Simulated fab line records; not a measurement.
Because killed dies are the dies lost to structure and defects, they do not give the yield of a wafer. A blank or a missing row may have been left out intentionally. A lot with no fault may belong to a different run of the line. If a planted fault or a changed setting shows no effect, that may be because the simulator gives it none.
What tool caused it?	flow n5_finfet	Sampling: 23 lots, 69 wafers, 3 of 1938 route steps

== WHAT THE GAUGES READ, wafer by wafer ==
N5_MOL_CONTACT_COAG_CD_MEAS_40: target cd 25.1 nm. Usual: cd_nm 25.09 nm, standard deviation 0.22.
lot	measured	on	cd_nm (nm)	flag
L074	day 5 04:43	cd_sem-02	24.93 25.08 24.99	
L075	day 5 07:46	cd_sem-02	25.24 24.98 24.73	
L077	day 6 01:19	cd_sem-03	25.08 25.18 25.82	
L078	day 6 06:53	cd_sem-01	25.27 24.73 25.04	
L079	day 6 14:52	cd_sem-02	24.96 24.98 25.22	
L080	day 7 01:03	cd_sem-02	25.00 25.09 24.95	
L081	day 7 05:16	cd_sem-02	25.10 25.15 24.93	
L082	day 7 07:38	cd_sem-03	25.05 25.22 25.17	
L083	day 7 11:44	cd_sem-01	24.93 25.05 25.16	
L084	day 7 15:52	cd_sem-03	25.28 24.84 24.80	
L085	day 7 20:29	cd_sem-02	24.88 25.12 24.82	
L086	day 8 03:52	cd_sem-03	25.21 24.89 24.87	
L087	day 8 09:33	cd_sem-02	25.27 24.86 25.10	
L088	day 8 11:24	cd_sem-01	24.99 25.23 24.93	
L089	day 8 19:49	cd_sem-01	25.31 25.45 25.42	
L090	day 8 23:08	cd_sem-01	24.98 24.61 25.23	
L091	day 9 07:47	cd_sem-01	24.81 25.10 25.44	
L092	day 9 17:58	cd_sem-02	24.93 24.71 25.09	
L093	day 9 20:02	cd_sem-01	25.66 25.40 25.30	
L094	day 10 09:10	cd_sem-01	25.22 25.45 25.27	
L095	day 10 11:06	cd_sem-01	25.31 25.12 25.20	
L096	day 10 13:55	cd_sem-01	25.47 25.06 25.02	
L097	day 11 00:34	cd_sem-02	25.23 24.99 24.97	

N5_MOL_CONTACT_COAG_OVL_MEAS_41. Usual: VD_OVL typically reads -0.3 nm, with standard deviation 0.72.
lot	measured	on	VD_OVL (nm)	flag
L074	day 5 04:45	overlay-02	0.0 0.3 0.9	
L075	day 5 07:47	overlay-02	-0.5 -0.1 0.2	
L077	day 6 01:21	overlay-01	0.0 -0.1 -1.1	
L078	day 6 06:55	overlay-01	-1.0 -0.3 -0.3	
L079	day 6 14:54	overlay-01	-1.1 -1.5 -2.4	
L080	day 7 01:05	overlay-01	0.0 0.1 0.4	
L081	day 7 05:18	overlay-01	0.0 0.5 -0.2	
L082	day 7 07:40	overlay-01	0.9 0.2 -0.4	
L083	day 7 11:46	overlay-01	-1.0 -1.4 -1.0	
L084	day 7 15:53	overlay-01	-0.6 0.3 -0.2	
L085	day 7 20:31	overlay-01	-2.2 -0.5 -0.1	
L086	day 8 03:55	overlay-01	-0.3 -0.5 -0.8	
L087	day 8 09:35	overlay-01	-0.5 0.8 -0.3	
L088	day 8 11:26	overlay-01	0.1 -0.1 0.5	
L089	day 8 19:50	overlay-01	0.1 0.9 0.7	
L090	day 8 23:10	overlay-01	0.2 -0.8 0.4	
L091	day 9 07:49	overlay-01	-0.7 0.3 -0.4	
L092	day 9 17:59	overlay-01	-0.7 -0.5 0.3	
L093	day 9 20:04	overlay-01	-1.2 -1.2 -2.0	
L094	day 10 09:11	overlay-01	-0.1 -0.2 0.0	
L095	day 10 11:08	overlay-01	-0.3 -0.7 -0.4	
L096	day 10 13:58	overlay-01	0.3 1.3 0.4	
L097	day 11 00:35	overlay-01	-0.4 -0.4 0.7	

== WHICH TOOL RAN EACH LOT (tool, then ch and the chambers of the sampled wafers, then the start) ==
lot	N5_MOL_CONTACT_COAG_ALD_123
L074	ald_sin-03 ch 0,3, day 5 02:28
L075	ald_sin-04 ch 0,2, day 5 05:25
L077	ald_sin-01 ch 0,2,3, day 5 22:41
L078	ald_sin-04 ch 0,1,2, day 6 04:43
L079	ald_sin-01 ch 1,2,3, day 6 12:37
L080	ald_sin-01 ch 1,2,3, day 6 22:26
L081	ald_sin-04 ch 0,1, day 7 02:55
L082	ald_sin-03 ch 1,2,3, day 7 05:24
L083	ald_sin-04 ch 0,2,3, day 7 09:23
L084	ald_sin-01 ch 0,1,3, day 7 13:20
L085	ald_sin-03 ch 0,1,3, day 7 17:19
L086	ald_sin-04 ch 1,3, day 8 00:53
L087	ald_sin-04 ch 0,3, day 8 07:10
L088	ald_sin-04 ch 1,2,3, day 8 09:06
L089	ald_sin-01 ch 0,2, day 8 17:26
L090	ald_sin-03 ch 0,2,3, day 8 20:44
L091	ald_sin-01 ch 1,3, day 9 05:26
L092	ald_sin-01 ch 1,3, day 9 15:37
L093	ald_sin-01 ch 1,2, day 9 17:49
L094	ald_sin-01 ch 1,2,3, day 10 06:47
L095	ald_sin-03 ch 1,2, day 10 08:19
L096	ald_sin-03 ch 0,3, day 10 11:37
L097	ald_sin-01 ch 0,2,3, day 10 22:11
- N5_MOL_CONTACT_COAG_ALD_123: deposits SiNx, target thk 5 nm, pulse time 1 s, purge time 2 s.

== AS READ BY THE TOOLS THEMSELVES (means over the sampled wafers that have a number; for cases with no such wafer, the mark the record gives instead) ==
N5_MOL_CONTACT_COAG_ALD_123. Usual: chamber_pressure_Torr 2.000 Torr, standard deviation 0.0044; heater_power_w 820 W, standard deviation 94; precursor_pulse_height_rel 1.001, standard deviation 0.02.
lot	tool	chamber_pressure_Torr (Torr)	heater_power_w (W)	precursor_pulse_height_rel	flag
L074	ald_sin-03	2.002	759	0.996	
L075	ald_sin-04	2.000	817	1.011	
L077	ald_sin-01	1.998	796	1.008	
L078	ald_sin-04	1.998	778	1.014	
L079	ald_sin-01	2.002	840	0.996	
L080	ald_sin-01	2.000	840	0.993	
L081	ald_sin-04	2.001	741	0.991	
L082	ald_sin-03	2.000	909	0.978	
L083	ald_sin-04	2.001	808	1.002	
L084	ald_sin-01	2.001	851	1.018	
L085	ald_sin-03	2.001	796	0.994	
L086	ald_sin-04	2.000	715	1.002	
L087	ald_sin-04	2.001	780	1.004	
L088	ald_sin-04	2.000	764	1.003	
L089	ald_sin-01	2.004	824	0.978	
L090	ald_sin-03	2.002	820	1.019	
L091	ald_sin-01	1.997	917	1.003	
L092	ald_sin-01	1.999	909	0.979	
L093	ald_sin-01	2.000	843	1.010	
L094	ald_sin-01	1.999	855	0.994	
L095	ald_sin-03	1.998	924	1.009	
L096	ald_sin-03	2.003	767	0.980	
L097	ald_sin-01	1.999	803	0.999	

== THE ANSWER, worked out from the rows above alone ==
Rule: a lot is off if the mean of its wafers that have a number lies more than 3 standard deviations from the usual mean. Also off: a lot with no number at a reading for which 4 or more lots have one. The other lots that the step has rows for count as sound. Order of review: gauges by route order, followed by the tools' own readings, for which a lot's mean as printed above is used. At the first step where some lot is off, the reading lying furthest off is the one used; lots without a number count as furthest.
Across all readings shown, no lot is off: no conclusion can be drawn from this.

== WHAT THE SIMULATOR HAD PUT IN ==
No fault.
